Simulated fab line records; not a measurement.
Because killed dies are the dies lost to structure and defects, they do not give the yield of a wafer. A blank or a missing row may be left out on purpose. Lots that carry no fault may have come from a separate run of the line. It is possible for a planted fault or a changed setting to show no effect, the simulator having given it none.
fab line records	flow n5_finfet
[record] lots = 24	wafers = 72	last_day = 19
route steps=1938 shown BEOL_M1@801 BEOL_M2@844
lots with no fault: from the same line, run without faults
start_h: start of the lot's first displayed wafer, in hours after the record's first day	wait_h: hours since the lot's step before	" identical to the entry in the row above	L1.1+2: one row covering several wafers at once	- no value, or no start was given	* or withheld: withheld	< > ~ a bound
route shown NAME@n: names a module that has steps shown in the file, with the first one's number in the route	usual: the fault-free wafers' mean and standard deviation	same: alike in all rows	chamber/n: place in a boat	sites: per-site readings	_std_site: the values' standard deviation	_edge_site: outer sites' mean less inner sites'	radius_mm: how far each site lies from the wafer's centre	mask NAME#n: copy n	behind: the tool/chamber that last shaped the wafer	hold: why the lot was held/for how many hours/how that ended	device: names the non-switching transistor (n, p or np)	end of line: the route-end tests of the same wafers	where a step has no rows: the recipe by itself	killed: count of dies lost to structure and defects at first sort (not the wafer's yield)	map: per-die view of a wafer (x killed, . not killed, _ where there is no die)
set.NAME: the setting that was run; set.NAME@STEP: the one run at that earlier step	model.NAME: the simulator's own value behind a step, which no gauge read
the route's steps for a sample of lots (tables are steps, rows are wafers)
services: a tool's chamber out of use, with start hour (start_h, from the record's first day; less than 0 if before it), hours out, and reason
[[steps]]
[step N5_BEOL_M1_ETCH_41]
[recipe] chemistry = CH3F/O2	target = SiCN	target_depth_a = 319	taper_deg = 2	time_s = 57.8	ion_energy_ev = 120	mask_material = TiN	pressure_mtorr = 30	source_w = 395	bias_w = 75	Ar_flow_sccm = 150	CH3F_flow_sccm = 30	O2_flow_sccm = 20
[usual] drypump_motor_current_A = 5.6/0.35	oes_product_au = 0.76/0.093	rf_vpp_V = 296.7/1.4	showerhead_plenum_p_Torr = 1.97/0.063	throttle_valve_pct = 16.35/0.22
lot.wafer	tool	chamber	start_h	wait_h	drypump_motor_current_A	oes_product_au	rf_hours_counter_h	rf_vpp_V	showerhead_plenum_p_Torr	throttle_valve_pct
L075.1	rie_diel-02	2	-	-	5.5	0.72	220	296.1	1.98	16.29
L075.2	"	3	"	"	5.7	0.73	207	297.6	1.96	16.52
L075.6	"	1	"	"	6.0	0.72	-	295.9	1.91	16.04
L074.1	rie_diel-06	0	-	-	4.9	0.89	18	296.4	1.96	16.03
L074.4	"	1	"	"	5.6	0.75	192	295.7	1.92	16.33
L074.6	"	0	"	"	4.9	0.90	-	294.5	1.96	16.03
L076.3	rie_diel-02	1	-	-	6.0	0.71	172	296.1	1.91	16.04
L076.4	"	3	"	"	5.7	0.72	208	298.1	1.97	16.53
L076.6	"	2	"	"	5.5	0.72	-	295.7	1.98	16.30
L078.2	rie_diel-04	2	-	-	5.2	0.75	152	298.0	2.10	16.46
L078.3	"	1	"	"	6.3	0.70	218	296.3	1.91	16.54
L078.6	"	1	"	"	6.2	0.70	-	294.3	1.91	16.55
L077.4	rie_diel-06	0	-	-	4.9	0.89	20	297.3	1.96	16.03
L077.5	"	2	"	"	5.3	0.71	-	300.2	2.07	16.39
L077.6	"	3	"	"	5.4	0.74	-	296.2	1.92	16.67
L080.2	rie_diel-04	2	-	-	5.3	0.73	156	298.5	2.10	16.46
L080.4	"	0	"	"	5.8	0.96	9	296.3	1.97	16.01
L080.5	"	2	"	"	5.2	0.74	-	299.4	2.10	16.45
L079.1	rie_diel-04	1	-	-	6.3	0.70	224	294.9	1.91	16.56
L079.4	"	1	"	"	6.3	0.70	-	295.8	1.91	16.56
L079.6	"	2	"	"	5.2	0.73	-	299.0	2.10	16.45
L081.1	rie_diel-06	3	-	-	5.3	0.74	177	295.5	1.92	16.70
L081.2	"	1	"	"	5.7	0.74	204	295.2	1.92	16.36
L081.6	"	0	"	"	4.9	0.87	-	296.7	1.96	16.04
L082.1	rie_diel-04	3	-	-	5.7	0.69	232	298.2	1.96	16.44
L082.3	"	2	"	"	5.2	0.73	165	297.4	2.09	16.47
L082.4	"	0	"	"	5.7	0.94	18	296.3	1.97	16.02
L083.2	rie_diel-04	0	-	-	5.8	0.94	19	298.3	1.97	16.03
L083.3	"	1	"	"	6.3	0.70	233	294.3	1.91	16.57
L083.6	"	1	"	"	6.3	0.69	-	296.4	1.91	16.56
L084.1	rie_diel-02	2	-	-	5.5	0.71	243	295.5	1.97	16.34
L084.3	"	3	"	"	5.7	0.70	230	298.7	1.96	16.56
L084.4	"	0	"	"	5.4	0.95	10	299.2	2.04	16.11
L085.1	rie_diel-04	2	-	-	5.2	0.71	174	297.4	2.09	16.50
L085.4	"	0	"	"	5.8	0.92	26	296.9	1.97	16.05
L085.6	"	1	"	"	6.2	0.69	-	296.6	1.90	16.59
L087.1	rie_diel-04	0	-	-	5.8	0.92	28	296.0	1.97	16.04
L087.2	"	3	"	"	5.7	0.68	243	297.0	1.95	16.47
L087.5	"	1	"	"	6.3	0.69	-	294.6	1.90	16.59
L086.2	rie_diel-02	2	-	-	5.5	0.70	249	297.1	1.97	16.35
L086.4	"	3	"	"	5.7	0.69	236	298.2	1.96	16.59
L086.5	"	3	"	"	5.7	0.70	-	297.9	1.96	16.57
L089.2	rie_diel-02	1	-	-	6.0	0.69	199	295.2	1.90	16.09
L089.3	"	2	"	"	5.5	0.69	249	297.1	1.97	16.35
L089.5	"	3	"	"	5.7	0.71	-	296.2	1.96	16.58
L090.2	rie_diel-04	2	-	-	5.3	0.71	178	297.9	2.09	16.51
L090.4	"	1	"	"	6.3	0.67	244	294.9	1.90	16.59
L090.6	"	3	"	"	5.6	0.67	-	296.4	1.95	16.49
L088.2	rie_diel-06	0	-	-	4.9	0.85	38	298.0	1.96	16.06
L088.3	"	1	"	"	5.7	0.74	211	296.0	1.91	16.36
L088.6	"	1	"	"	5.7	0.73	-	294.6	1.91	16.36
L092.1	rie_diel-02	3	-	-	5.7	0.69	239	296.1	1.96	16.59
L092.2	"	1	"	"	6.0	0.69	201	294.3	1.90	16.08
L092.4	"	0	"	"	5.4	0.92	-	299.3	2.04	16.10
L091.2	rie_diel-02	3	-	-	5.7	0.69	240	297.4	1.95	16.58
L091.5	"	1	"	"	6.0	0.69	-	293.6	1.90	16.11
L091.6	"	0	"	"	5.4	0.92	-	296.9	2.04	16.12
L093.2	rie_diel-02	0	-	-	5.4	0.93	19	299.6	2.04	16.11
L093.4	"	3	"	"	5.7	0.69	-	297.5	1.95	16.59
L093.6	"	0	"	"	5.4	0.93	-	295.8	2.04	16.10
L094.1	rie_diel-06	3	-	-	5.4	0.73	187	295.1	1.91	16.70
L094.3	"	2	"	"	5.2	0.71	225	299.6	2.06	16.41
L094.4	"	0	"	"	4.9	0.84	41	296.1	1.96	16.07
L095.2	rie_diel-06	1	-	-	5.6	0.73	216	295.4	1.91	16.35
L095.5	"	1	"	"	5.6	0.73	-	296.7	1.91	16.37
L095.6	"	0	"	"	4.9	0.85	-	299.2	1.96	16.06
L096.2	rie_diel-04	0	-	-	5.8	0.90	39	297.1	1.96	16.07
L096.5	"	2	"	"	5.2	0.72	-	298.1	2.09	16.52
L096.6	"	0	"	"	5.8	0.91	-	296.2	1.96	16.07
L097.1	rie_diel-04	3	-	-	5.7	0.67	253	297.0	1.95	16.50
L097.5	"	0	"	"	5.8	0.89	-	296.0	1.96	16.08
L097.6	"	2	"	"	5.2	0.70	-	297.8	2.09	16.52
[step N5_BEOL_M1_SURFACE_TREAT_85]
[recipe] gas = Ar	time_s = *	ion_energy_ev = *	ion_current_ma_cm2 = 0.5	pressure_mtorr = *	ar_flow_sccm = 30
[usual] throttle_valve_pct = *
lot.wafer	tool	chamber	start_h	wait_h	throttle_valve_pct
L075.1	pvd_sputter-01	-	145.60	0.2	*
L075.2	"	-	"	"	*
L075.6	"	-	"	"	*
L074.1	pvd_sputter-02	-	145.73	0.2	*
L074.4	"	-	"	"	*
L074.6	"	-	"	"	*
L076.3	pvd_sputter-01	-	147.80	1.4	*
L076.4	"	-	"	"	*
L076.6	"	-	"	"	*
L078.2	pvd_sputter-02	-	151.12	0.1	*
L078.3	"	-	"	"	*
L078.6	"	-	"	"	*
L077.4	pvd_sputter-02	-	151.55	0.1	*
L077.5	"	-	"	"	*
L077.6	"	-	"	"	*
L080.2	pvd_sputter-02	-	166.17	0.2	*
L080.4	"	-	"	"	*
L080.5	"	-	"	"	*
L079.1	pvd_sputter-03	-	169.37	0.3	*
L079.4	"	-	"	"	*
L079.6	"	-	"	"	*
L081.1	pvd_sputter-03	-	189.24	0.2	*
L081.2	"	-	"	"	*
L081.6	"	-	"	"	*
L082.1	pvd_sputter-02	-	191.30	1.4	*
L082.3	"	-	"	"	*
L082.4	"	-	"	"	*
L083.2	pvd_sputter-02	-	196.83	0.1	*
L083.3	"	-	"	"	*
L083.6	"	-	"	"	*
L084.1	pvd_sputter-02	-	210.28	0.2	*
L084.3	"	-	"	"	*
L084.4	"	-	"	"	*
L085.1	pvd_sputter-03	-	217.46	0.3	*
L085.4	"	-	"	"	*
L085.6	"	-	"	"	*
L087.1	pvd_sputter-03	-	226.76	0.1	*
L087.2	"	-	"	"	*
L087.5	"	-	"	"	*
L086.2	pvd_sputter-03	-	229.94	0.1	*
L086.4	"	-	"	"	*
L086.5	"	-	"	"	*
L089.2	pvd_sputter-03	-	233.15	0.1	*
L089.3	"	-	"	"	*
L089.5	"	-	"	"	*
L090.2	pvd_sputter-03	-	233.23	0.1	*
L090.4	"	-	"	"	*
L090.6	"	-	"	"	*
L088.2	pvd_sputter-03	-	233.31	0.1	*
L088.3	"	-	"	"	*
L088.6	"	-	"	"	*
L092.1	pvd_sputter-02	-	238.95	0.2	*
L092.2	"	-	"	"	*
L092.4	"	-	"	"	*
L091.2	pvd_sputter-02	-	243.89	0.1	*
L091.5	"	-	"	"	*
L091.6	"	-	"	"	*
L093.2	pvd_sputter-02	-	246.82	0.1	*
L093.4	"	-	"	"	*
L093.6	"	-	"	"	*
L094.1	pvd_sputter-03	-	246.90	0.1	*
L094.3	"	-	"	"	*
L094.4	"	-	"	"	*
L095.2	pvd_sputter-02	-	256.31	0.1	*
L095.5	"	-	"	"	*
L095.6	"	-	"	"	*
L096.2	pvd_sputter-03	-	273.18	0.2	*
L096.5	"	-	"	"	*
L096.6	"	-	"	"	*
L097.1	pvd_sputter-02	-	276.73	0.2	*
L097.5	"	-	"	"	*
L097.6	"	-	"	"	*
[step N5_BEOL_M1_SPUTTER_86]
[recipe] material = Cu	target_thk_a = 45	temp_c = -20	chamber_pressure_pa = 0.07	power_w = withheld	time_s = 8.29
[usual] chamber_pressure_pa = 0.07002/0.00014	throttle_valve_pct = 30.2/0.69
lot.wafer	tool	chamber	start_h	wait_h	chamber_pressure_pa	throttle_valve_pct
L075.1	pvd_sputter-01	-	146.62	0.1	0.07002	29.4
L075.2	"	-	"	"	0.07004	30.8
L075.6	"	-	"	"	0.07009	30.9
L074.1	pvd_sputter-02	-	146.70	0.1	0.06984	31.0
L074.4	"	-	"	"	0.07028	29.2
L074.6	"	-	"	"	0.06975	31.4
L076.3	pvd_sputter-02	-	148.70	0.1	0.07014	29.2
L076.4	"	-	"	"	0.06999	31.1
L076.6	"	-	"	"	0.07005	30.8
L078.2	pvd_sputter-03	-	152.09	0.1	0.07007	29.5
L078.3	"	-	"	"	0.06996	29.9
L078.6	"	-	"	"	0.07022	29.4
L077.4	pvd_sputter-03	-	153.93	0.1	0.07001	29.8
L077.5	"	-	"	"	0.06987	29.5
L077.6	"	-	"	"	0.07016	29.9
L080.2	pvd_sputter-02	-	167.05	0.1	0.07001	31.1
L080.4	"	-	"	"	0.06994	28.9
L080.5	"	-	"	"	0.06991	29.4
L079.1	pvd_sputter-03	-	170.25	0.1	0.07022	29.8
L079.4	"	-	"	"	0.07009	31.0
L079.6	"	-	"	"	0.07009	29.3
L081.1	pvd_sputter-02	-	190.12	0.1	0.07007	30.1
L081.2	"	-	"	"	0.06981	30.3
L081.6	"	-	"	"	0.06989	30.2
L082.1	pvd_sputter-02	-	192.28	0.1	0.06988	30.6
L082.3	"	-	"	"	0.07003	29.2
L082.4	"	-	"	"	0.07013	30.9
L083.2	pvd_sputter-02	-	197.71	0.1	0.06983	30.5
L083.3	"	-	"	"	0.06985	29.1
L083.6	"	-	"	"	0.07006	30.3
L084.1	pvd_sputter-03	-	211.16	0.1	0.06979	31.0
L084.3	"	-	"	"	0.0701	30.2
L084.4	"	-	"	"	0.06998	29.8
L085.1	pvd_sputter-03	-	218.34	0.1	0.06985	31.2
L085.4	"	-	"	"	0.07004	30.1
L085.6	"	-	"	"	0.07011	30.9
L087.1	pvd_sputter-02	-	227.75	0.1	0.07	30.7
L087.2	"	-	"	"	0.06992	28.9
L087.5	"	-	"	"	0.07014	29.1
L086.2	pvd_sputter-02	-	230.82	0.1	0.07004	30.6
L086.4	"	-	"	"	0.07002	31.2
L086.5	"	-	"	"	0.07027	30.8
L089.2	pvd_sputter-02	-	234.03	0.1	0.07018	30.2
L089.3	"	-	"	"	0.07026	29.5
L089.5	"	-	"	"	0.06988	30.6
L090.2	pvd_sputter-03	-	234.12	0.1	0.07003	29.9
L090.4	"	-	"	"	0.0699	29.5
L090.6	"	-	"	"	0.07008	29.4
L088.2	pvd_sputter-02	-	235.87	0.1	0.07015	30.6
L088.3	"	-	"	"	0.06992	29.1
L088.6	"	-	"	"	0.06997	30.9
L092.1	pvd_sputter-03	-	239.93	0.1	0.0701	31.1
L092.2	"	-	"	"	0.07013	29.8
L092.4	"	-	"	"	0.07002	30.1
L091.2	pvd_sputter-03	-	244.77	0.1	0.07006	30.6
L091.5	"	-	"	"	0.0698	30.2
L091.6	"	-	"	"	0.07003	29.7
L093.2	pvd_sputter-02	-	247.72	0.1	0.06977	29.1
L093.4	"	-	"	"	0.07003	30.4
L093.6	"	-	"	"	0.07011	30.4
L094.1	pvd_sputter-03	-	247.90	0.1	0.06977	30.0
L094.3	"	-	"	"	0.07027	29.7
L094.4	"	-	"	"	0.06987	30.9
L095.2	pvd_sputter-03	-	257.19	0.1	0.07016	30.5
L095.5	"	-	"	"	0.07018	29.8
L095.6	"	-	"	"	0.06999	30.2
L096.2	pvd_sputter-02	-	275.55	0.1	0.06995	30.9
L096.5	"	-	"	"	0.06993	31.1
L096.6	"	-	"	"	0.07016	28.8
L097.1	pvd_sputter-02	-	277.75	0.1	0.07002	31.1
L097.5	"	-	"	"	0.06998	31.0
L097.6	"	-	"	"	0.06991	30.8
[step N5_BEOL_M1_ANNEAL_91]
[recipe] temp_c = 400	time_s = 240	ambient = vacuum
[usual] heater_power_w = 801/65
lot.wafer	tool	chamber	start_h	wait_h	heater_power_w
L075.1	pvd_sputter-01	-	147.14	0.0	851
L075.2	"	-	"	"	816
L075.6	"	-	"	"	826
L074.1	pvd_sputter-02	-	147.22	0.0	818
L074.4	"	-	"	"	719
L074.6	"	-	"	"	808
L076.3	pvd_sputter-02	-	149.22	0.0	714
L076.4	"	-	"	"	805
L076.6	"	-	"	"	784
L078.2	pvd_sputter-03	-	152.61	0.0	914
L078.3	"	-	"	"	784
L078.6	"	-	"	"	937
L077.4	pvd_sputter-03	-	154.45	0.0	786
L077.5	"	-	"	"	955
L077.6	"	-	"	"	798
L080.2	pvd_sputter-02	-	167.57	0.0	794
L080.4	"	-	"	"	732
L080.5	"	-	"	"	733
L079.1	pvd_sputter-03	-	170.77	0.0	789
L079.4	"	-	"	"	716
L079.6	"	-	"	"	944
L081.1	pvd_sputter-02	-	190.64	0.0	805
L081.2	"	-	"	"	791
L081.6	"	-	"	"	797
L082.1	pvd_sputter-02	-	192.80	0.0	813
L082.3	"	-	"	"	726
L082.4	"	-	"	"	803
L083.2	pvd_sputter-02	-	198.23	0.0	807
L083.3	"	-	"	"	718
L083.6	"	-	"	"	802
L084.1	pvd_sputter-03	-	211.68	0.0	724
L084.3	"	-	"	"	844
L084.4	"	-	"	"	760
L085.1	pvd_sputter-03	-	218.86	0.0	726
L085.4	"	-	"	"	826
L085.6	"	-	"	"	705
L087.1	pvd_sputter-02	-	228.27	0.0	779
L087.2	"	-	"	"	726
L087.5	"	-	"	"	733
L086.2	pvd_sputter-02	-	231.34	0.0	772
L086.4	"	-	"	"	816
L086.5	"	-	"	"	782
L089.2	pvd_sputter-02	-	234.55	0.0	805
L089.3	"	-	"	"	733
L089.5	"	-	"	"	778
L090.2	pvd_sputter-03	-	234.64	0.0	838
L090.4	"	-	"	"	952
L090.6	"	-	"	"	940
L088.2	pvd_sputter-02	-	236.39	0.0	790
L088.3	"	-	"	"	731
L088.6	"	-	"	"	829
L092.1	pvd_sputter-03	-	240.45	0.0	720
L092.2	"	-	"	"	761
L092.4	"	-	"	"	839
L091.2	pvd_sputter-03	-	245.29	0.0	734
L091.5	"	-	"	"	845
L091.6	"	-	"	"	791
L093.2	pvd_sputter-02	-	248.24	0.0	719
L093.4	"	-	"	"	793
L093.6	"	-	"	"	802
L094.1	pvd_sputter-03	-	248.42	0.0	825
L094.3	"	-	"	"	780
L094.4	"	-	"	"	719
L095.2	pvd_sputter-03	-	257.71	0.0	829
L095.5	"	-	"	"	781
L095.6	"	-	"	"	834
L096.2	pvd_sputter-02	-	276.07	0.0	811
L096.5	"	-	"	"	806
L096.6	"	-	"	"	699
L097.1	pvd_sputter-02	-	278.27	0.0	805
L097.5	"	-	"	"	795
L097.6	"	-	"	"	782
[step N5_BEOL_M1_INSPECT_59]
[recipe] inspect_instrument = darkfield	mode = post_dep
[usual] raw_defect_count = 77/26
lot.wafer	tool	chamber	start_h	wait_h	raw_defect_count
L075.1	defect_inspect-02	-	148.79	0.0	63
L075.2	"	-	"	"	85
L075.6	"	-	"	"	53
L074.1	defect_inspect-01	-	148.87	0.0	67
L074.4	"	-	"	"	63
L074.6	"	-	"	"	98
L076.3	defect_inspect-01	-	150.87	0.0	68
L076.4	"	-	"	"	70
L076.6	"	-	"	"	105
L078.2	defect_inspect-02	-	154.28	0.0	91
L078.3	"	-	"	"	106
L078.6	"	-	"	"	83
L077.4	defect_inspect-02	-	156.11	0.0	74
L077.5	"	-	"	"	75
L077.6	"	-	"	"	91
L080.2	defect_inspect-02	-	169.70	0.0	67
L080.4	"	-	"	"	80
L080.5	"	-	"	"	86
L079.1	defect_inspect-02	-	172.42	0.0	53
L079.4	"	-	"	"	26
L079.6	"	-	"	"	45
L081.1	defect_inspect-01	-	192.29	0.0	50
L081.2	"	-	"	"	33
L081.6	"	-	"	"	52
L082.1	defect_inspect-02	-	194.45	0.0	50
L082.3	"	-	"	"	53
L082.4	"	-	"	"	60
L083.2	defect_inspect-01	-	199.88	0.0	64
L083.3	"	-	"	"	74
L083.6	"	-	"	"	69
L084.1	defect_inspect-02	-	213.42	0.0	113
L084.3	"	-	"	"	101
L084.4	"	-	"	"	90
L085.1	defect_inspect-01	-	220.54	0.0	34
L085.4	"	-	"	"	72
L085.6	"	-	"	"	57
L087.1	defect_inspect-01	-	229.95	0.0	122
L087.2	"	-	"	"	76
L087.5	"	-	"	"	54
L086.2	defect_inspect-02	-	233.00	0.0	81
L086.4	"	-	"	"	71
L086.5	"	-	"	"	75
L089.2	defect_inspect-01	-	236.21	0.0	58
L089.3	"	-	"	"	48
L089.5	"	-	"	"	91
L090.2	defect_inspect-02	-	236.29	0.0	51
L090.4	"	-	"	"	59
L090.6	"	-	"	"	45
L088.2	defect_inspect-01	-	238.05	0.0	42
L088.3	"	-	"	"	66
L088.6	"	-	"	"	53
L092.1	defect_inspect-01	-	242.10	0.0	106
L092.2	"	-	"	"	85
L092.4	"	-	"	"	96
L091.2	defect_inspect-01	-	246.95	0.0	95
L091.5	"	-	"	"	103
L091.6	"	-	"	"	97
L093.2	defect_inspect-02	-	249.89	0.0	65
L093.4	"	-	"	"	114
L093.6	"	-	"	"	65
L094.1	defect_inspect-02	-	250.08	0.0	59
L094.3	"	-	"	"	48
L094.4	"	-	"	"	63
L095.2	defect_inspect-01	-	259.36	0.0	99
L095.5	"	-	"	"	85
L095.6	"	-	"	"	65
L096.2	defect_inspect-02	-	278.07	0.0	110
L096.5	"	-	"	"	92
L096.6	"	-	"	"	95
L097.1	defect_inspect-02	-	279.92	0.0	109
L097.5	"	-	"	"	86
L097.6	"	-	"	"	90
[step N5_BEOL_M2_HM_DEP_02]
[recipe] material = TiN	target_thk_a = 200	temp_c = 25	chamber_pressure_pa = 0.49996
[usual] chamber_pressure_pa = 0.5001/0.001	throttle_valve_pct = 30.3/0.7
lot.wafer	tool	chamber	start_h	wait_h	chamber_pressure_pa	throttle_valve_pct
L075.1	pvd_sputter-02	-	150.08	1.1	0.4991	31.1
L075.2	"	-	"	"	0.4990	29.1
L075.6	"	-	"	"	0.4999	31.3
L074.1	pvd_sputter-02	-	150.26	1.2	0.5008	30.4
L074.4	"	-	"	"	0.5003	30.4
L074.6	"	-	"	"	0.5010	30.6
L076.3	pvd_sputter-02	-	151.44	0.4	0.5010	30.3
L076.4	"	-	"	"	0.4985	31.0
L076.6	"	-	"	"	0.5002	30.7
L078.2	pvd_sputter-02	-	154.99	0.5	0.5008	30.6
L078.3	"	-	"	"	0.4985	30.2
L078.6	"	-	"	"	0.4987	30.3
L077.4	pvd_sputter-03	-	157.97	1.7	0.5009	30.4
L077.5	"	-	"	"	0.5006	29.6
L077.6	"	-	"	"	0.5009	30.8
L080.2	pvd_sputter-02	-	171.04	1.2	0.5004	30.5
L080.4	"	-	"	"	0.5004	28.9
L080.5	"	-	"	"	0.5000	30.5
L079.1	pvd_sputter-03	-	172.66	0.1	0.5010	29.5
L079.4	"	-	"	"	0.5020	29.6
L079.6	"	-	"	"	0.4997	31.3
L081.1	pvd_sputter-03	-	192.94	0.5	0.4993	30.0
L081.2	"	-	"	"	0.5012	31.0
L081.6	"	-	"	"	0.5009	30.8
L082.1	pvd_sputter-02	-	194.69	0.1	0.5018	29.0
L082.3	"	-	"	"	0.4991	30.6
L082.4	"	-	"	"	0.5001	30.1
L083.2	pvd_sputter-02	-	201.09	1.0	0.4988	30.5
L083.3	"	-	"	"	0.5010	31.2
L083.6	"	-	"	"	0.5012	31.0
L084.1	pvd_sputter-03	-	213.70	0.1	0.4988	29.7
L084.3	"	-	"	"	0.5005	31.1
L084.4	"	-	"	"	0.4978	30.3
L085.1	pvd_sputter-03	-	220.88	0.2	0.5009	30.3
L085.4	"	-	"	"	0.4996	29.8
L085.6	"	-	"	"	0.5008	31.2
L087.1	pvd_sputter-03	-	230.21	0.1	0.5007	30.2
L087.2	"	-	"	"	0.5011	29.6
L087.5	"	-	"	"	0.5000	29.7
L086.2	pvd_sputter-02	-	233.19	0.0	0.5013	30.6
L086.4	"	-	"	"	0.4988	29.0
L086.5	"	-	"	"	0.4998	31.0
L089.2	pvd_sputter-03	-	236.40	0.0	0.4979	29.9
L089.3	"	-	"	"	0.4996	29.9
L089.5	"	-	"	"	0.4985	29.6
L090.2	pvd_sputter-03	-	236.50	0.1	0.5004	29.5
L090.4	"	-	"	"	0.5015	30.2
L090.6	"	-	"	"	0.5017	30.1
L088.2	pvd_sputter-03	-	238.44	0.2	0.5013	30.4
L088.3	"	-	"	"	0.5013	29.4
L088.6	"	-	"	"	0.4998	30.9
L092.1	pvd_sputter-02	-	243.44	1.2	0.5000	31.4
L092.2	"	-	"	"	0.4990	30.3
L092.4	"	-	"	"	0.5006	30.8
L091.2	pvd_sputter-03	-	247.14	0.0	0.4987	31.3
L091.5	"	-	"	"	0.4993	31.1
L091.6	"	-	"	"	0.5003	30.3
L093.2	pvd_sputter-02	-	250.09	0.0	0.4985	31.0
L093.4	"	-	"	"	0.5003	30.2
L093.6	"	-	"	"	0.4990	28.9
L094.1	pvd_sputter-02	-	250.27	0.0	0.4993	30.4
L094.3	"	-	"	"	0.5008	31.2
L094.4	"	-	"	"	0.5015	30.2
L095.2	pvd_sputter-02	-	259.77	0.3	0.4996	31.1
L095.5	"	-	"	"	0.4990	29.3
L095.6	"	-	"	"	0.4987	31.1
L096.2	pvd_sputter-02	-	280.87	2.6	0.5003	29.0
L096.5	"	-	"	"	0.5017	30.8
L096.6	"	-	"	"	0.4990	30.9
L097.1	pvd_sputter-02	-	281.23	1.1	0.4992	30.7
L097.5	"	-	"	"	0.5003	31.3
L097.6	"	-	"	"	0.4983	29.3
[[services]]
tool	chamber	start_h	hours	kind
rie_diel-02	1	154.13	5.4	repair
rie_diel-02	0	165.92	-	clean
rie_diel-02	0	165.92	-	consumable_replace:focus_ring
rie_diel-02	0	165.92	16.7	scheduled_down
rie_diel-02	0	165.92	16.7	vent_cycle
rie_diel-04	3	167.41	8.7	repair
rie_diel-02	-	179.40	1.0	repair
rie_diel-06	2	189.08	10.0	repair
pvd_sputter-03	-	205.12	1.6	repair
rie_diel-06	2	226.76	7.4	repair
rie_diel-02	2	234.77	-	clean
rie_diel-02	2	234.77	-	consumable_replace:focus_ring
rie_diel-02	2	234.77	18.5	scheduled_down
rie_diel-02	2	234.77	18.5	vent_cycle
rie_diel-04	3	236.60	5.9	repair
pvd_sputter-01	-	237.91	1.1	repair
rie_diel-02	-	257.06	72.1	repair
rie_diel-04	1	265.95	-	clean
rie_diel-04	1	265.95	-	consumable_replace:focus_ring
rie_diel-04	1	265.95	-	consumable_replace:showerhead
rie_diel-04	1	265.95	20.5	scheduled_down
rie_diel-04	1	265.95	20.5	vent_cycle
[[key]]
fault none
